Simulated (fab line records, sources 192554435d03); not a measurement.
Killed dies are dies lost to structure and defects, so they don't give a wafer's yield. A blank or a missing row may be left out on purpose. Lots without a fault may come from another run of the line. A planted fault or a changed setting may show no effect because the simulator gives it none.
A struck lot beside a sound one | flow n5_finfet | 37 steps out of a route of 1938
Sound: wafers L770.2, L770.3, L770.5. Struck: wafer L783.3. (L783.5 of the same lot was not struck and is left out.) The cause comes at the end.
At each step with rows: each side's tool, then ch and its chambers, then its first start. Under that, the readings that differ: sound wafers | struck wafers | difference of the means | sigmas: that difference in standard deviations of wafers without a fault.
alike: readings whose means differ by less than 2 such deviations, and words and numbers that are the same on both sides. not compared: withheld readings, readings that some wafer has no value for, bounds like >300 that may hide the same value, and numbers for which the record gives no deviation and whose values overlap.
The two part at a step that has a row with sigmas, a row that says differs or no value, or rows on one side only. Numbers that don't overlap but have no deviation are shown without sigmas and don't part them. A reading that every wafer of one side lacks parts them only if that side has two wafers or more.

first, 9 steps without rows for these wafers: N5_BEOL_M4_ANNEAL_95 (time 240 s); N5_BEOL_M4_SPUTTER_96 (material Cu, target thk 4.5 nm, time 8.29 s); N5_BEOL_M4_ECD_50 (material Cu, target thk 300 nm); N5_BEOL_M4_ANNEAL_51 (time 90 s); N5_BEOL_M4_CMP_52 (polishes, stops on SiOC, t overpolish 6.8 s, target thk 40 nm); N5_BEOL_M4_PRE_CLEAN_60 (time 15 s); N5_BEOL_M4_CO_CAP_55 (material Co, precursor CCTBA/H2, target thk 2 nm, time 102.1 s); N5_BEOL_M4_PRE_CLEAN_56 (time 15 s); N5_BEOL_M4_DEP_57 (deposits SiCN from 3MS/NH3, target thk 8 nm, time 14 s).
N5_BEOL_M4_RC_MEAS_101:
  sound on prober-02 ch 0, day 8 01:28; struck on prober-02 ch 0, day 11 14:20
  alike: DIBL_N, DIBL_P, IOFF_N, IOFF_P, ION_N, ION_P, SS_N, SS_P, VT_N, VT_P
then, 24 steps without rows for these wafers: N5_BEOL_M5_ILD_DEP_00 (deposits SiCOH lowk from DEMS/porogen, target thk 140.64 nm, time 25.9 s); N5_BEOL_M5_CURE_79 (cures SiCOH lowk, time 240 s); N5_BEOL_M5_PECVD_70 (deposits SiO2 from TEOS/O2, target thk 16 nm, time 18 s); N5_BEOL_M5_HM_DEP_02 (deposits TiN, target thk 20 nm); N5_BEOL_M5_COAT_59 (time 60 s, resist thk 60 nm); N5_BEOL_M5_COAT_60 (time 60 s, resist thk 12 nm); N5_BEOL_M5_COAT_71 (time 60 s, resist thk 5 nm); N5_BEOL_M5_COAT_05 (resist thk 30 nm); N5_BEOL_M5_EBR_07; N5_BEOL_M5_SOFTBAKE_06 (time 60 s); N5_BEOL_M5_EXPOSE_08 (exposes mask M5, target cd 28 nm); N5_BEOL_M5_PEB_09 (peb time 60 s); N5_BEOL_M5_DEVELOP_10 (develop time 30 s); N5_BEOL_M5_DESCUM_16 (chemistry O2, time 7 s); N5_BEOL_M5_ETCH_72 (etches underlayer in N2/H2, target depth 6.5 nm, time 5.2 s); N5_BEOL_M5_ETCH_61 (etches SiARC in CF4, target depth 15.6 nm, time 26 s); N5_BEOL_M5_ETCH_62 (etches SOC in N2/H2, target depth 75 nm, overetch 15 nm, time 112.5 s); N5_BEOL_M5_STRIP_63 (strips in N2/H2); N5_BEOL_M5_STRIP_73 (strips in N2/H2); N5_BEOL_M5_STRIP_64 (strips in CF4); N5_BEOL_M5_HM_OPEN_17 (chemistry Cl2/BCl3, target TiN, target depth 20 nm, overetch 6 nm); N5_BEOL_M5_STRIP_19 (strips in O2); N5_BEOL_M5_COAT_65 (time 60 s, resist thk 60 nm); N5_BEOL_M5_COAT_66 (time 60 s, resist thk 12 nm).
-- the record jumps here: 5 days lie between the struck wafers' starts before and after (it left off in module BEOL_M5 and takes up again in module PASSIVATION, whose first step shown is number 1916 of the route) --
N5_PASSIVATION_PECVD_35: deposits SiNx from SiH4/NH3/N2, target thk 700 nm, time 151.3 s.
  sound on pecvd-02 ch 0,1,2, day 11 20:23; struck on pecvd-02 ch 2, day 16 02:44
  reading                                        | sound             | struck | difference | sigmas
  run_length_s (s)                               | 194.9 194.8 194.9 | 290.1  | +95.2      | +99 or more
  model.SiNx_of_PASSIVATION_PECVD_35.thk_nm (nm) | 681.4 677.6 698.2 | 1113   | +427       |
  alike: heater_power_w, showerhead_plenum_p_Torr, showerhead_vpp_V, throttle_valve_pct
N5_PASSIVATION_STRIP_52: strips in post etch residue remover, time 1200 s.
  sound on wet_bench-03 ch 5,6,7, day 11 21:38; struck on wet_bench-01 ch 5, day 16 04:01
  reading                                        | sound           | struck | difference | sigmas
  model.SiNx_of_PASSIVATION_PECVD_35.thk_nm (nm) | 681 677.2 697.8 | 1113   | +428       |
N5_PASSIVATION_PROBE_49:
  the record has rows for the struck wafers here (prober-02, day 16 06:32) and none for the sound ones

WHERE THEY PART
First at N5_PASSIVATION_PECVD_35; last, within this record, at N5_PASSIVATION_PROBE_49.

WHY: what the simulator had put in
Process parameter drift: pecvd-02, from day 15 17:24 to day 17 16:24, at N5_PASSIVATION_PECVD_35. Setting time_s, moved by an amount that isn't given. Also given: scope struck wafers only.
